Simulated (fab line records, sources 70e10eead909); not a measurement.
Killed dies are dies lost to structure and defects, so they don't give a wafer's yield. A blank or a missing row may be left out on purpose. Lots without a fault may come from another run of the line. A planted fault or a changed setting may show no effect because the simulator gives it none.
fab line records | flow nand_harc
record lots=23 wafers=69 last_day=34
route steps=1302 shown A_CHANNEL_FILL_D1@496 A_DECK1_JOINT@539 A_CHANNEL_HOLE_D2@596 A_CHANNEL_FILL_D2@614
lots that met no fault: from a run of the same line without faults
start_h: hours from the record's first day to the start of the lot's first wafer shown | wait_h: hours since the lot's step before | " the same as in the row above | L1.1+2: a row that stands for several wafers | - no value, or no start given | * or withheld: withheld | < > ~ a bound
route shown NAME@n: a module of which the file shows steps, and the number in the route of the first | usual: mean/standard deviation of fault-free wafers | same: alike in all rows | chamber/n: place in a boat | sites: the reading at each site | _std_site: their standard deviation | _edge_site: outer sites' mean less inner sites' | radius_mm: how far each site lies from the wafer's centre | mask NAME#n: copy n | behind: the tool/chamber that last shaped the wafer | hold: why the lot was held/for how many hours/how that ended | device: the transistor (n, p or np) that didn't switch | end of line: the same wafers' tests at the end of the route | a step without rows: its recipe alone | killed: dies lost to structure and defects at the first sort, not the wafer's yield | map: a wafer's dies, x killed, . not, _ none there
set.NAME: the setting as run; set.NAME@STEP: as run at that earlier step | model.NAME: the simulator's own value behind a step, which no gauge read
steps of the route over a sample of lots; a table a step, a row a wafer
services: from which hour (start_h, from the record's first day; less than 0 if before it) a tool's chamber was out of use, for how many hours, and why
## steps
# step NHARC_A_CHANNEL_FILL_D1_ALD_16
# recipe target_thk_a=15 pulse_time_s=10 ald_cycles=15 temp_c=300 material=SiO2
# usual heater_power_w=475/42 precursor_pulse_height_rel=1.001/0.019
# columns lot.wafer tool chamber start_h wait_h heater_power_w precursor_pulse_height_rel
L074.3 ald_hk-03 0 205.46 0.1 512 1.036
L074.2 " 1 " " 495 0.984
L074.6 " 3 " " 454 0.998
L075.1 ald_hk-01 1 223.46 0.1 501 0.974
L075.4 " 2 " " 474 1.007
L075.6 " 2 " " 465 0.990
L076.1 ald_hk-03 3 223.51 0.1 400 0.994
L076.6 " 0 " " 480 1.022
L076.5 " 1 " " 480 1.016
L079.3 ald_hk-01 1 241.56 0.0 503 1.010
L079.2 " 2 " " 464 0.996
L079.6 " 2 " " 455 1.009
L078.2 ald_hk-02 3 241.64 0.1 481 1.009
L078.5 " 0 " " 540 0.991
L078.6 " 1 " " 485 1.018
L080.2 ald_hk-03 2 258.06 0.0 484 1.001
L080.1 " 1 " " 480 1.016
L080.6 " 2 " " 478 1.027
L081.3 ald_hk-02 2 279.42 0.1 400 1.013
L081.1 " 0 " " 551 1.022
L081.5 " 2 " " 389 1.012
L082.3 ald_hk-01 1 284.83 0.1 485 1.016
L082.2 " 3 " " 527 1.052
L082.6 " 1 " " 489 1.009
L083.4 ald_hk-03 0 284.86 0.1 477 0.993
L083.1 " 1 " " 485 0.988
L083.6 " 2 " " 468 0.974
L084.1 ald_hk-03 1 304.82 0.1 481 0.975
L084.2 " 2 " " 485 1.028
L084.6 " 0 " " 479 1.018
L085.2 ald_hk-02 1 319.16 0.0 487 1.007
L085.3 " 2 " " 408 0.989
L085.1 " 0 " " 542 1.014
L086.2 ald_hk-02 0 331.40 0.1 546 1.003
L086.1 " 1 " " 489 1.013
L086.5 " 3 " " 477 1.010
L087.3 ald_hk-02 2 334.94 0.1 405 1.017
L087.5 " 0 " " 538 1.027
L087.6 " 1 " " 481 0.946
L089.1 ald_hk-01 1 344.29 0.1 517 0.997
L089.4 " 2 " " 502 0.974
L089.2 " 3 " " 548 1.002
L088.1 ald_hk-03 1 344.34 0.1 484 1.022
L088.5 " 2 " " 472 1.034
L088.6 " 3 " " 401 0.991
L090.1 ald_hk-03 1 365.41 0.1 484 0.980
L090.2 " 2 " " 478 0.969
L090.5 " 3 " " 396 1.003
L092.4 ald_hk-02 0 374.45 0.0 519 1.012
L092.3 " 2 " " 379 1.009
L092.1 " 3 " " 460 1.009
L091.2 ald_hk-03 3 374.48 0.1 392 0.995
L091.3 " 1 " " 478 1.017
L091.5 " 2 " " 487 0.975
L093.4 ald_hk-01 0 387.62 0.0 473 1.001
L093.1 " 1 " " 503 0.991
L093.3 " 3 " " 547 1.003
L094.4 ald_hk-03 2 402.81 0.1 508 1.019
L094.1 " 0 " " 498 0.999
L094.5 " 3 " " 423 0.985
L095.1 ald_hk-01 3 414.99 0.1 535 0.996
L095.4 " 1 " " 507 0.991
L095.5 " 0 " " 465 1.015
L096.2 ald_hk-03 2 426.73 0.0 507 0.951
L096.3 " 0 " " 505 1.014
L096.6 " 2 " " 509 1.014
L097.3 ald_hk-02 2 435.23 0.1 376 1.015
L097.5 " 3 " " 453 0.998
L097.6 " 0 " " 537 0.995
# step NHARC_A_CHANNEL_FILL_D1_ETCHBACK_20
# recipe target_depth_a=270 time_s=13.5 c4f8_flow_sccm=withheld o2_flow_sccm=8 ar_flow_sccm=withheld rf_w=600 bias_w=1500 chemistry=C4F8/O2/Ar
# usual bias_w=1500/5 chamber_pressure_mTorr=25.00/0.032 oes_product_au=0.97/0.035 rf_vpp_V=980/5
# columns lot.wafer tool chamber start_h wait_h bias_w chamber_pressure_mTorr oes_product_au rf_hours_counter_h rf_vpp_V
L074.2 rie_diel-01 2 218.54 - 1505 24.99 0.99 0.1 977
L074.3 " 3 " " 1503 24.99 1.00 0.1 984
L074.6 " 2 " " 1504 25.00 0.99 - 978
L075.1 rie_diel-09 1 237.01 - 1500 24.99 0.99 5.9 973
L075.4 " 0 " " 1495 25.00 1.00 6.0 985
L075.6 " 1 " " 1502 25.30 0.98 - 975
L076.1 rie_diel-13 0 237.02 - 1510 24.98 1.00 4.1 977
L076.5 " 0 " " 1508 24.98 0.99 - 977
L076.6 " 1 " " 1503 25.04 0.99 - 984
L079.3 rie_diel-01 1 253.57 - 1495 24.99 1.00 1.9 986
L079.2 " 0 " " 1502 25.01 0.99 1.7 971
L079.6 " 2 " " 1498 25.02 1.01 - 977
L078.2 rie_diel-01 0 253.62 - 1501 24.98 0.98 1.7 972
L078.6 " 0 " " 1499 25.01 1.00 - 972
L078.5 " 1 " " 1501 25.04 0.98 - 988
L080.2 rie_diel-01 1 271.49 - 1505 24.98 0.99 2.9 987
L080.1 " 2 " " 1491 25.00 1.00 4.2 979
L080.6 " 1 " " 1503 24.98 0.99 - 987
L081.3 rie_diel-13 1 291.77 - 1505 25.01 0.93 6.9 982
L081.1 " 3 " " 1502 25.01 0.95 7.3 980
L081.5 " 1 " " 1500 25.01 0.92 - 983
L082.2 rie_diel-13 1 296.80 - 1498 25.00 0.93 7.3 983
L082.3 " 2 " " 1494 25.02 0.92 4.9 979
L082.6 " 2 " " 1499 25.01 0.92 - 978
L083.1 rie_diel-01 2 296.81 - 1508 24.98 0.93 5.8 978
L083.4 " 1 " " 1503 24.99 0.92 4.2 988
L083.6 " 2 " " 1502 25.04 0.92 - 978
L084.2 rie_diel-09 1 319.18 - 1502 25.02 0.92 11.3 973
L084.1 " 3 " " 1509 24.98 0.93 9.1 987
L084.6 " 1 " " 1497 24.99 0.93 - 973
L085.2 rie_diel-09 0 331.97 - 1491 24.97 1.00 0 985
L085.3 " 2 " " 1505 25.02 0.98 0 974
L085.1 " 3 " " 1495 25.01 1.00 0 988
L086.2 rie_diel-09 0 343.31 - 1502 25.01 0.99 0.3 984
L086.1 " 3 " " 1494 25.02 1.00 0.3 987
L086.5 " 2 " " 1498 25.01 0.98 - 974
L087.3 rie_diel-01 0 347.32 - 1498 25.00 0.92 6.3 971
L087.5 " 1 " " 1507 25.00 0.92 - 987
L087.6 " 2 " " 1503 25.00 0.92 - 977
L089.1 rie_diel-13 2 356.08 - 1502 24.96 1.00 0.0 979
L089.2 " 0 " " 1498 24.98 1.01 0.1 978
L089.4 " 1 " " 1510 25.01 0.98 0.1 984
L088.1 rie_diel-01 3 356.10 - 1502 25.02 0.92 8.5 983
L088.5 " 0 " " 1496 25.01 0.92 - 970
L088.6 " 1 " " 1495 24.98 0.92 - 986
L090.1 rie_diel-13 0 377.21 - 1511 25.01 0.92 1.6 976
L090.2 " 1 " " 1498 24.99 0.89 1.9 982
L090.5 " 1 " " 1490 25.03 0.90 - 984
L091.2 rie_diel-13 1 386.48 - 1502 25.03 0.97 2.9 984
L091.3 " 2 " " 1492 25.01 0.98 2.3 979
L091.5 " 2 " " 1498 25.03 1.00 - 978
L092.3 rie_diel-09 2 386.48 - 1494 25.00 0.98 3.4 972
L092.1 " 3 " " 1502 25.06 0.97 3.0 987
L092.4 " 1 " " 1502 25.02 0.96 2.4 972
L093.1 rie_diel-01 3 399.56 - 1503 25.01 1.01 0.6 983
L093.3 " 0 " " 1491 25.01 1.00 0.4 971
L093.4 " 1 " " 1490 25.01 0.99 0.4 986
L094.1 rie_diel-13 0 414.91 - 1495 25.01 1.01 3.7 976
L094.4 " 3 " " 1501 25.01 1.01 3.5 979
L094.5 " 0 " " 1503 24.99 1.00 - 977
L095.1 rie_diel-01 0 427.05 - 1506 25.02 1.00 1.8 972
L095.4 " 1 " " 1498 25.00 0.99 1.8 988
L095.5 " 0 " " 1503 24.99 1.00 - 971
L096.3 rie_diel-01 3 438.92 - 1494 25.02 0.94 1.1 982
L096.2 " 0 " " 1500 24.95 0.93 2.0 972
L096.6 " 3 " " 1506 25.00 0.93 - 985
L097.3 rie_diel-13 0 447.17 - 1507 25.04 1.00 4.7 978
L097.5 " 0 " " 1502 25.00 1.01 - 977
L097.6 " 1 " " 1495 25.01 0.99 - 983
# step NHARC_A_DECK1_JOINT_CMP_02
# recipe material=SiOx
# usual motor_current_A=11.8/0.9
# columns lot.wafer tool chamber start_h wait_h motor_current_A
L074.2 cmp-04 1 277.18 0.4 12.9
L074.3 " 2 " " 14.0
L074.6 " 0 " " 12.3
L075.4 cmp-03 0 294.71 0.4 11.1
L075.1 " 1 " " 11.1
L075.6 " 0 " " 11.0
L076.1 cmp-01 1 294.74 0.4 12.1
L076.5 " 0 " " 12.6
L076.6 " 1 " " 12.4
L079.2 cmp-03 1 313.04 0.4 11.2
L079.3 " 0 " " 11.4
L079.6 " 2 " " 11.8
L078.2 cmp-01 0 313.09 0.4 11.6
L078.5 " 2 " " 9.9
L078.6 " 3 " " 11.3
L080.2 cmp-01 3 333.51 0.4 11.7
L080.1 " 2 " " 10.3
L080.6 " 3 " " 12.2
L082.2 cmp-03 2 350.25 0.4 12.0
L082.3 " 0 " " 11.1
L082.6 " 3 " " 11.9
L083.4 cmp-01 3 357.84 0.4 10.7
L083.1 " 2 " " 10.7
L083.6 " 0 " " 12.3
L081.1 cmp-04 1 357.88 0.4 13.1
L081.3 " 2 " " 13.9
L081.5 " 3 " " 11.6
L084.2 cmp-01 0 376.27 0.4 11.9
L084.1 " 2 " " 10.4
L084.6 " 0 " " 12.5
L085.1 cmp-04 0 390.88 0.4 12.8
L085.2 " 2 " " 13.6
L085.3 " 3 " " 11.4
L086.2 cmp-03 1 403.94 0.4 11.3
L086.1 " 0 " " 11.1
L086.5 " 1 " " 11.0
L087.3 cmp-01 1 403.96 0.4 13.6
L087.5 " 0 " " 12.5
L087.6 " 1 " " 12.3
L089.1 cmp-03 0 419.69 0.4 11.9
L089.4 " 2 " " 11.8
L089.2 " 3 " " 11.8
L088.1 cmp-01 3 419.75 0.4 11.3
L088.5 " 3 " " 12.1
L088.6 " 0 " " 12.4
L090.1 cmp-01 0 431.60 0.4 11.8
L090.2 " 2 " " 10.4
L090.5 " 3 " " 11.9
L091.2 cmp-01 2 444.87 0.4 10.4
L091.3 " 0 " " 12.7
L091.5 " 3 " " 11.6
L092.4 cmp-04 3 444.89 0.4 12.3
L092.3 " 0 " " 12.7
L092.1 " 1 " " 12.9
L093.4 cmp-04 3 460.00 0.4 11.4
L093.3 " 0 " " 12.3
L093.1 " 1 " " 12.1
L094.4 cmp-01 0 472.26 0.4 11.7
L094.1 " 1 " " 12.7
L094.5 " 1 " " 12.8
L095.1 cmp-01 0 487.63 0.4 11.4
L095.4 " 1 " " 12.3
L095.5 " 3 " " 11.4
L096.2 cmp-04 2 503.48 0.4 13.8
L096.3 " 3 " " 12.0
L096.6 " 1 " " 12.8
L097.3 cmp-03 0 512.76 0.4 11.4
L097.6 " 0 " " 10.5
L097.5 " 1 " " 11.0
# step NHARC_A_CHANNEL_HOLE_D2_ETCH_24
# recipe bias_v=5000 source_w=withheld pressure_mtorr=20 time_s=906.2 ar_flow_sccm=375 c4f8_flow_sccm=93.8 o2_flow_sccm=31.2 temp_c=-20 target_depth_a=15000 chemistry=C4F8/O2/Ar
# usual chamber_pressure_mTorr=19.997/0.017 drypump_motor_current_A=5.98/0.24 showerhead_plenum_p_Torr=3.63/0.2 throttle_valve_pct=32.234/0.0097
# columns lot.wafer tool chamber start_h wait_h chamber_pressure_mTorr drypump_motor_current_A rf_hours_counter_h showerhead_plenum_p_Torr throttle_valve_pct
L074.2 har_etch-02 1 297.96 0.6 20.005 5.81 360 3.46 32.239
L074.3 " 1 " " 19.981 5.81 - 3.46 32.232
L074.6 " 1 " " 19.991 5.80 - 3.46 32.223
L076.1 har_etch-01 1 319.36 0.6 19.987 6.26 167 3.47 32.237
L076.6 " 1 " " 19.984 6.23 - 3.47 32.222
L076.5 " 0 " " 20.013 6.23 - 3.59 32.245
L075.1 har_etch-02 1 323.18 0.6 19.996 5.78 372 3.45 32.212
L075.4 " 0 " " 19.986 5.73 - 3.47 32.234
L075.6 " 0 " " 20.006 5.72 - 3.47 32.241
L079.2 har_etch-02 0 333.40 0.6 19.996 5.70 380 3.47 32.254
L079.3 " 1 " " 19.994 5.80 - 3.45 32.216
L079.6 " 1 " " 20.037 5.80 - 3.45 32.232
L078.2 har_etch-01 0 336.61 0.6 20.010 6.22 179 3.59 32.236
L078.5 " 0 " " 19.996 6.23 - 3.59 32.230
L078.6 " 1 " " 20.021 6.26 - 3.46 32.235
L080.1 har_etch-02 1 356.52 0.6 19.990 5.81 391 3.44 32.248
L080.2 " 0 " " 20.004 5.72 391 3.46 32.221
L080.6 " 1 " " 19.982 5.80 - 3.44 32.236
L082.2 har_etch-01 0 371.81 0.6 19.987 6.22 198 3.58 32.229
L082.3 " 1 " " 19.984 6.27 - 3.45 32.235
L082.6 " 0 " " 19.982 6.23 - 3.58 32.251
L081.1 har_etch-02 1 380.76 0.6 19.976 5.82 406 3.43 32.241
L081.3 " 0 " " 19.995 5.73 - 3.45 32.225
L081.5 " 0 " " 20.000 5.74 - 3.45 32.235
L083.1 har_etch-01 0 382.81 0.6 19.971 6.22 205 3.57 32.240
L083.4 " 1 " " 20.003 6.26 - 3.45 32.239
L083.6 " 1 " " 20.001 6.23 - 3.45 32.231
L084.1 har_etch-02 1 401.80 0.6 20.021 5.80 2 3.93 32.234
L084.2 " 0 " " 19.977 5.71 2 3.93 32.233
L084.6 " 1 " " 19.993 5.82 - 3.93 32.226
L085.1 har_etch-01 1 414.95 0.6 20.001 6.28 228 3.44 32.237
L085.2 " 0 " " 19.998 6.21 228 3.56 32.229
L085.3 " 0 " " 20.007 6.23 - 3.56 32.241
L087.3 har_etch-01 0 427.41 0.6 20.022 6.18 - 3.55 32.231
L087.5 " 1 " " 19.980 6.26 - 3.43 32.227
L087.6 " 0 " " 20.006 6.18 - 3.55 32.226
L086.1 har_etch-02 0 428.76 0.6 19.959 5.72 21 3.92 32.231
L086.2 " 1 " " 20.001 5.80 21 3.92 32.232
L086.5 " 0 " " 19.993 5.72 - 3.92 32.255
L089.2 har_etch-02 1 443.44 0.6 20.017 5.81 25 3.91 32.242
L089.1 " 0 " " 20.011 5.74 25 3.91 32.242
L089.4 " 0 " " 20.011 5.72 - 3.91 32.249
L088.1 har_etch-01 1 446.21 0.6 19.990 6.24 247 3.43 32.230
L088.5 " 0 " " 20.012 6.24 - 3.55 32.240
L088.6 " 1 " " 19.989 6.26 - 3.43 32.233
L090.2 har_etch-02 1 452.17 0.6 19.999 5.82 33 3.91 32.215
L090.1 " 0 " " 19.996 5.73 33 3.91 32.243
L090.5 " 1 " " 19.989 5.81 - 3.91 32.238
L092.1 har_etch-01 0 469.50 0.6 20.024 6.23 259 3.54 32.235
L092.4 " 0 " " 19.970 6.22 - 3.54 32.226
L092.3 " 1 " " 20.007 6.27 - 3.42 32.233
L091.2 har_etch-02 0 470.30 0.6 19.992 5.73 44 3.90 32.240
L091.3 " 0 " " 19.961 5.72 - 3.90 32.220
L091.5 " 0 " " 20.023 5.73 - 3.90 32.238
L093.1 har_etch-02 1 480.03 0.6 20.005 5.81 52 3.90 32.230
L093.3 " 0 " " 19.979 5.71 - 3.90 32.222
L093.4 " 1 " " 19.985 5.80 - 3.90 32.230
L094.1 har_etch-02 0 494.51 0.6 20.006 5.71 63 3.89 32.235
L094.4 " 0 " " 20.007 5.73 - 3.89 32.240
L094.5 " 1 " " 19.977 5.80 - 3.89 32.258
L095.1 har_etch-02 1 518.15 0.6 19.996 5.80 71 3.89 32.246
L095.4 " 1 " " 19.978 5.78 - 3.89 32.222
L095.5 " 0 " " 19.969 5.73 - 3.89 32.241
L096.2 har_etch-01 0 523.90 0.6 19.993 6.24 289 3.53 32.213
L096.3 " 0 " " 20.013 6.23 - 3.53 32.232
L096.6 " 1 " " 20.007 6.26 - 3.41 32.250
L097.3 har_etch-01 0 537.93 0.6 19.976 6.23 - 3.52 32.243
L097.5 " 1 " " 20.015 6.25 - 3.40 32.241
L097.6 " 0 " " 20.002 6.21 - 3.52 32.231
# step NHARC_A_CHANNEL_HOLE_D2_ETCH_44
# recipe target_depth_a=1400 overetch_a=140 time_s=77 ion_energy_ev=100 cf4_flow_sccm=80 o2_flow_sccm=20 ar_flow_sccm=0 rf_w=300 bias_w=100 chemistry=CF4/O2
# usual bias_w=100.0/0.3 chamber_pressure_mTorr=30.001/0.027 drypump_motor_current_A=6.1/0.6 oes_f_703_au=1.000/0.0046 oes_o_777_au=1.000/0.0041 oes_product_au=1.004/0.0097 rf_vpp_V=197.7/1.4 showerhead_plenum_p_Torr=1.33/0.06 throttle_valve_pct=13.397/0.009
# columns lot.wafer tool chamber start_h wait_h bias_w chamber_pressure_mTorr drypump_motor_current_A oes_f_703_au oes_o_777_au oes_product_au rf_hours_counter_h rf_vpp_V showerhead_plenum_p_Torr throttle_valve_pct
L074.2 rie_diel-02 0 300.56 0.1 100.2 30.062 6.3 1.010 1.004 1.015 3.7 195.3 1.24 13.405
L074.3 " 2 " " 100.2 29.986 6.2 1.005 0.997 1.003 3.9 195.8 1.27 13.388
L074.6 " 1 " " 100.5 30.031 6.0 1.001 1.000 1.011 - 199.2 1.40 13.412
L076.1 rie_diel-02 3 321.97 0.1 99.8 30.008 4.7 0.996 0.993 1.016 4.7 199.7 1.43 13.398
L076.6 " 1 " " 100.0 29.995 6.0 1.003 1.006 1.009 - 199.1 1.40 13.397
L076.5 " 2 " " 100.5 30.024 6.2 0.997 1.001 1.006 - 197.0 1.27 13.387
L075.1 rie_diel-04 1 325.65 0.1 99.7 30.048 6.7 1.003 0.996 0.999 6.0 197.4 1.32 13.388
L075.4 " 0 " " 99.9 30.005 6.5 1.000 1.010 1.010 9.4 199.3 1.39 13.385
L075.6 " 1 " " 100.6 29.971 6.8 1.005 1.005 0.995 - 196.9 1.32 13.404
L079.3 rie_diel-08 3 335.98 0.1 99.9 30.022 6.6 1.002 1.002 1.020 9.0 197.7 1.30 13.403
L079.2 " 2 " " 99.8 29.983 5.7 1.002 1.006 0.991 9.2 199.0 1.42 13.409
L079.6 " 0 " " 100.0 30.036 6.3 0.996 1.002 0.993 - 197.2 1.30 13.403
L078.2 rie_diel-02 1 339.21 0.1 100.8 30.035 6.0 0.995 0.999 1.006 5.9 199.8 1.40 13.419
L078.6 " 3 " " 99.9 30.001 4.7 1.002 1.006 0.998 - 199.7 1.43 13.398
L078.5 " 0 " " 100.2 30.010 6.2 1.007 1.002 1.010 - 195.9 1.24 13.409
L080.1 rie_diel-08 0 359.11 0.0 100.1 30.054 6.3 1.008 0.999 0.998 9.3 197.4 1.30 13.401
L080.2 " 3 " " 99.2 29.965 6.6 1.000 1.001 1.010 9.4 196.8 1.30 13.407
L080.6 " 0 " " 100.1 30.000 6.3 0.998 0.991 0.992 - 197.7 1.30 13.390
L082.3 rie_diel-04 2 374.42 0.1 99.9 29.975 6.8 1.008 1.003 1.025 0.9 198.1 1.30 13.389
L082.2 " 0 " " 99.8 30.009 6.5 1.001 0.998 0.995 0.5 199.0 1.39 13.388
L082.6 " 1 " " 99.9 29.993 6.7 0.999 0.998 1.011 - 198.1 1.32 13.387
L081.3 rie_diel-04 0 383.24 0.1 100.2 30.019 6.5 0.992 1.001 0.993 1.2 198.7 1.39 13.394
L081.1 " 1 " " 100.4 30.023 6.7 1.001 0.999 1.003 1.7 197.9 1.32 13.389
L081.5 " 3 " " 100.0 30.010 5.4 1.004 0.998 0.992 - 196.4 1.32 13.397
L083.1 rie_diel-04 2 385.27 0.1 99.9 29.998 6.7 0.994 0.999 1.014 2.3 197.4 1.30 13.390
L083.4 " 3 " " 100.3 30.007 5.4 0.994 1.001 0.994 1.8 197.7 1.32 13.397
L083.6 " 2 " " 99.7 30.013 6.7 0.997 0.998 1.020 - 198.3 1.30 13.401
L084.1 rie_diel-02 2 404.39 0.1 99.8 29.959 6.3 0.992 0.999 0.998 0.0 196.7 1.27 13.390
L084.2 " 1 " " 100.1 29.997 6.0 1.000 1.001 1.007 0.0 199.2 1.40 13.402
L084.6 " 3 " " 100.5 29.989 4.7 0.985 1.002 1.006 - 198.9 1.43 13.402
L085.3 rie_diel-08 2 417.57 0.1 99.9 29.999 5.7 0.991 1.005 1.003 2.4 200.4 1.42 13.372
L085.2 " 3 " " 100.1 29.997 6.6 1.000 1.006 1.012 2.5 196.3 1.30 13.385
L085.1 " 1 " " 100.3 29.994 5.4 1.001 0.996 0.999 2.1 196.9 1.33 13.401
L087.3 rie_diel-04 3 429.64 0.1 99.4 29.974 5.4 0.996 0.993 0.993 5.1 197.8 1.32 13.388
L087.5 " 0 " " 100.3 30.035 6.5 1.000 0.995 1.003 - 198.3 1.39 13.400
L087.6 " 2 " " 100.0 29.975 6.7 0.999 1.000 1.023 - 195.3 1.30 13.401
L086.1 rie_diel-02 1 431.40 0.1 100.2 29.968 6.0 1.000 0.996 0.996 2.0 199.6 1.40 13.401
L086.2 " 2 " " 99.8 29.973 6.3 1.001 0.998 0.998 1.4 197.9 1.27 13.403
L086.5 " 2 " " 99.9 30.004 6.3 0.999 0.998 0.999 - 195.3 1.27 13.394
L089.2 rie_diel-04 0 446.05 0.1 100.5 29.981 6.5 0.997 0.995 0.992 4.9 198.9 1.39 13.392
L089.1 " 1 " " 100.0 29.998 6.8 1.002 0.993 1.007 5.3 197.3 1.32 13.379
L089.4 " 2 " " 99.5 29.994 6.7 1.001 1.005 1.019 6.0 195.9 1.30 13.400
L088.1 rie_diel-08 3 448.67 0.1 100.0 30.024 6.5 0.998 1.001 1.014 5.1 196.7 1.30 13.408
L088.6 " 2 " " 99.7 30.024 5.7 0.997 1.008 0.998 - 199.8 1.42 13.391
L088.5 " 3 " " 99.6 29.970 6.6 1.000 0.997 1.010 - 196.8 1.30 13.408
L090.2 rie_diel-02 0 454.78 0.1 99.9 30.020 6.2 0.999 1.000 1.008 4.0 196.7 1.24 13.398
L090.1 " 2 " " 99.8 29.977 6.3 1.001 0.998 0.999 3.3 195.8 1.27 13.391
L090.5 " 1 " " 99.5 29.998 6.0 0.999 0.998 1.008 - 199.2 1.40 13.402
L092.1 rie_diel-04 1 472.08 0.1 100.0 29.963 6.7 0.984 0.997 1.015 7.6 197.1 1.32 13.393
L092.3 " 3 " " 100.4 30.029 5.4 0.998 0.999 1.001 7.0 197.9 1.32 13.405
L092.4 " 0 " " 99.7 29.982 6.5 1.000 1.004 0.992 7.2 197.6 1.39 13.382
L091.3 rie_diel-04 1 472.77 0.1 100.3 29.978 6.7 0.993 1.000 1.011 7.7 196.6 1.32 13.392
L091.2 " 2 " " 99.2 29.977 6.7 0.998 1.001 1.022 7.7 197.5 1.30 13.413
L091.5 " 3 " " 99.6 30.023 5.4 1.007 1.002 0.999 - 197.4 1.32 13.406
L093.1 rie_diel-04 1 482.49 0.1 100.1 30.036 6.7 1.000 0.997 1.003 8.0 197.5 1.32 13.408
L093.4 " 2 " " 99.1 29.967 6.8 0.999 1.001 1.020 8.1 198.1 1.30 13.400
L093.3 " 3 " " 100.0 30.032 5.4 1.003 0.990 0.992 7.5 196.1 1.32 13.374
L094.1 rie_diel-02 1 496.95 0.0 100.0 30.016 6.0 1.000 0.996 1.005 4.7 199.1 1.40 13.387
L094.4 " 0 " " 100.4 29.990 6.2 0.996 1.006 1.007 5.9 195.8 1.24 13.374
L094.5 " 2 " " 100.1 30.030 6.3 0.998 1.005 0.998 - 198.2 1.27 13.395
L095.1 rie_diel-04 3 520.75 0.1 99.7 30.035 5.4 1.008 1.006 0.996 8.3 198.1 1.32 13.407
L095.4 " 2 " " 100.7 30.016 6.7 0.994 0.994 1.004 8.8 197.4 1.30 13.384
L095.5 " 0 " " 100.2 30.006 6.5 0.997 0.997 0.995 - 198.7 1.39 13.394
L096.2 rie_diel-02 1 526.38 0.1 100.5 29.998 6.0 1.001 0.995 1.009 6.6 200.2 1.40 13.399
L096.3 " 3 " " 100.0 30.002 4.7 1.005 1.001 0.986 5.2 199.0 1.43 13.385
L096.6 " 2 " " 99.8 30.056 6.3 0.999 1.000 0.988 - 196.9 1.27 13.380
L097.3 rie_diel-02 2 540.14 0.1 100.1 30.020 6.3 1.003 0.991 0.990 7.7 196.9 1.27 13.380
L097.6 " 0 " " 99.7 30.045 6.3 0.996 1.003 1.006 - 196.2 1.24 13.407
L097.5 " 1 " " 99.8 30.019 6.0 1.004 0.999 1.004 - 197.9 1.40 13.380
# step NHARC_A_CHANNEL_FILL_D2_ALD_14
# recipe target_thk_a=25 pulse_time_s=10 ald_cycles=25 temp_c=300 material=SiO2
# usual heater_power_w=475/48 precursor_pulse_height_rel=1.000/0.02
# columns lot.wafer tool chamber start_h wait_h heater_power_w precursor_pulse_height_rel
L074.3 ald_hk-04 3 308.89 0.0 475 0.960
L074.2 " 0 " " 451 0.990
L074.6 " 3 " " 479 0.987
L076.1 ald_hk-02 2 330.15 0.1 398 1.018
L076.6 " 1 " " 494 1.000
L076.5 " 2 " " 401 1.025
L075.4 ald_hk-01 1 333.91 0.1 505 1.011
L075.1 " 2 " " 504 1.002
L075.6 " 0 " " 454 1.016
L079.2 ald_hk-04 2 343.35 0.1 541 1.010
L079.3 " 3 " " 498 0.976
L079.6 " 1 " " 428 1.008
L078.2 ald_hk-01 3 347.41 0.0 550 1.032
L078.6 " 3 " " 536 1.017
L078.5 " 0 " " 474 0.977
L080.2 ald_hk-04 0 367.47 0.0 452 0.988
L080.1 " 1 " " 422 0.982
L080.6 " 0 " " 436 0.975
L082.3 ald_hk-02 1 382.60 0.0 488 0.959
L082.2 " 3 " " 460 1.010
L082.6 " 1 " " 486 1.004
L081.3 ald_hk-02 3 391.49 0.1 459 0.986
L081.1 " 0 " " 507 0.991
L081.5 " 2 " " 373 0.986
L083.4 ald_hk-04 3 391.50 0.1 471 1.019
L083.1 " 0 " " 446 1.018
L083.6 " 2 " " 543 1.013
L084.2 ald_hk-04 0 414.72 2.2 457 0.970
L084.1 " 1 " " 432 1.012
L084.6 " 3 " " 491 0.981
L085.3 ald_hk-01 1 425.86 0.0 525 1.035
L085.1 " 2 " " 505 1.035
L085.2 " 0 " " 471 1.009
L086.1 ald_hk-02 3 438.06 0.1 454 1.003
L086.2 " 0 " " 521 0.988
L086.5 " 3 " " 464 1.011
L087.3 ald_hk-04 0 438.14 0.2 447 1.006
L087.6 " 1 " " 442 0.965
L087.5 " 2 " " 539 0.974
L089.1 ald_hk-02 1 454.39 0.0 497 1.012
L089.2 " 2 " " 385 1.007
L089.4 " 0 " " 528 1.016
L088.1 ald_hk-04 0 454.57 0.2 449 0.974
L088.6 " 3 " " 485 1.033
L088.5 " 0 " " 441 0.979
L090.2 ald_hk-02 3 463.06 0.1 459 1.034
L090.1 " 0 " " 532 0.979
L090.5 " 1 " " 498 0.976
L092.3 ald_hk-01 0 480.24 0.0 480 0.971
L092.1 " 2 " " 521 1.009
L092.4 " 3 " " 542 1.007
L091.2 ald_hk-04 0 480.32 0.1 461 1.016
L091.3 " 2 " " 559 0.977
L091.5 " 3 " " 477 0.984
L093.4 ald_hk-01 1 493.30 0.1 490 1.008
L093.1 " 2 " " 478 1.002
L093.3 " 3 " " 509 1.005
L094.4 ald_hk-02 0 505.14 0.0 530 1.034
L094.1 " 1 " " 499 1.014
L094.5 " 0 " " 532 0.990
L095.4 ald_hk-04 2 529.01 0.1 547 1.005
L095.1 " 3 " " 483 0.998
L095.5 " 0 " " 447 1.003
L096.3 ald_hk-04 3 534.56 0.1 479 0.962
L096.2 " 0 " " 453 1.006
L096.6 " 2 " " 542 1.009
L097.3 ald_hk-04 2 546.28 0.2 541 0.965
L097.5 " 3 " " 470 1.005
L097.6 " 0 " " 450 1.020
## services
# columns tool chamber start_h hours kind
cmp-01 - 185.50 4.0 pm
ald_hk-02 - 194.09 1.8 repair
cmp-01 - 195.78 0.4 repair
ald_hk-04 - 196.44 1.1 repair
rie_diel-04 2 199.54 7.2 repair
rie_diel-01 - 203.80 9.0 pm
rie_diel-04 1 204.66 47.6 repair
ald_hk-03 - 212.05 10.0 pm
cmp-01 - 217.69 1.0 repair
ald_hk-04 - 262.21 10.0 pm
cmp-01 - 272.90 2.1 repair
cmp-01 - 283.50 4.0 pm
ald_hk-01 - 303.98 10.0 pm
cmp-01 - 319.64 1.3 repair
ald_hk-02 - 351.03 10.0 pm
cmp-01 - 351.33 0.3 repair
cmp-01 - 360.76 0.5 repair
cmp-01 - 381.50 4.0 pm
har_etch-02 - 382.67 17.0 pm
cmp-01 - 404.20 2.3 repair
ald_hk-04 - 440.21 10.0 pm
cmp-01 - 479.50 4.0 pm
ald_hk-01 - 482.07 10.0 pm
cmp-01 - 533.89 2.3 repair
## key
fault none
